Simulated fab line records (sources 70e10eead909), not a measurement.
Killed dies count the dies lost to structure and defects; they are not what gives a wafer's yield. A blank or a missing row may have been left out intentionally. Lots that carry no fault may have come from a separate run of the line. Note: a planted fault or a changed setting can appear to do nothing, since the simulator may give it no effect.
One fault through the eyes of 2 desks ; flow nand harc ; each desk holds nothing but its own numbers, with what lay behind them at the end

METROLOGY DESK
What the gauges read, lot by lot, whatever tool the lot ran on: means of the sampled wafers that have a number. Marked OUT: a lot whose mean sits more than 4 standard deviations from the usual mean, which makes it out of limits; the brackets give that distance.
Columns: A = cd nm at NHARC_P_GATE_CD_MEAS_59, usual 719.7 nm
lot;first seen here;A
L982;day 5 10:34;722.0
L984;day 6 10:12;722.8
L985;day 6 22:48;720.5
L991;day 9 11:21;714.1
L994;day 10 11:56;713.5
L995;day 11 15:26;717.1
L997;day 11 21:07;720.1
L998;day 12 06:16;718.1
L999;day 12 19:05;718.5
L102;day 13 22:09;721.1
L104;day 14 17:47;719.3
L105;day 15 06:13;719.2
This desk found nothing out of limits on any of the 12 lots.

DESK OF THE TOOL OWNER: litho track-07
The tool's own readings at NHARC_P_GATE_PEB_57 (peb time 85 s): means of the sampled wafers that have a number, for each lot that ran on this tool. Marked OUT: a lot whose mean sits more than 4 standard deviations from the usual mean, which makes it out of limits; the brackets give that distance.
Columns: A = heater power total W at NHARC_P_GATE_PEB_57, usual 163.97 W; B = plate temp C at NHARC_P_GATE_PEB_57, usual 117.99 C
lot;first seen here;A;B
L982;day 5 10:28;163.89;117.91
L984;day 6 10:06;163.95;118.13
L991;day 9 11:15;156.98 (-27) OUT;114.16 (-27) OUT
L994;day 10 11:50;156.69 (-28) OUT;114.12 (-28) OUT
L999;day 12 18:59;164.02;118.05
L102;day 13 22:04;163.88;118.02
L105;day 15 06:07;164.14;118.03
This desk finds L991, L994 out of limits, L991 being first, at day 9 11:15 (heater power total W at NHARC_P_GATE_PEB_57). L982, L984, L999, L102, L105 stayed within limits.

PUT TOGETHER
The tool owner's desk had the chance to raise an alarm at day 9 11:15 on L991, L994.
The metrology desk saw nothing out of limits.
The metrology desk holds a record of L991, L994, inside its limits.
Of the lots named, all ran NHARC_P_GATE_PEB_57 on litho track-07.

WHAT THE SIMULATOR HAD INSERTED
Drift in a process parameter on litho track-07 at NHARC_P_GATE_PEB_57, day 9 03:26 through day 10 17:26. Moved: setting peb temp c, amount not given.
Shown lots that were struck: L991, L994.
Time in hours from fault onset to the first out-of-limits reading at each desk: the tool owner's desk, 8.
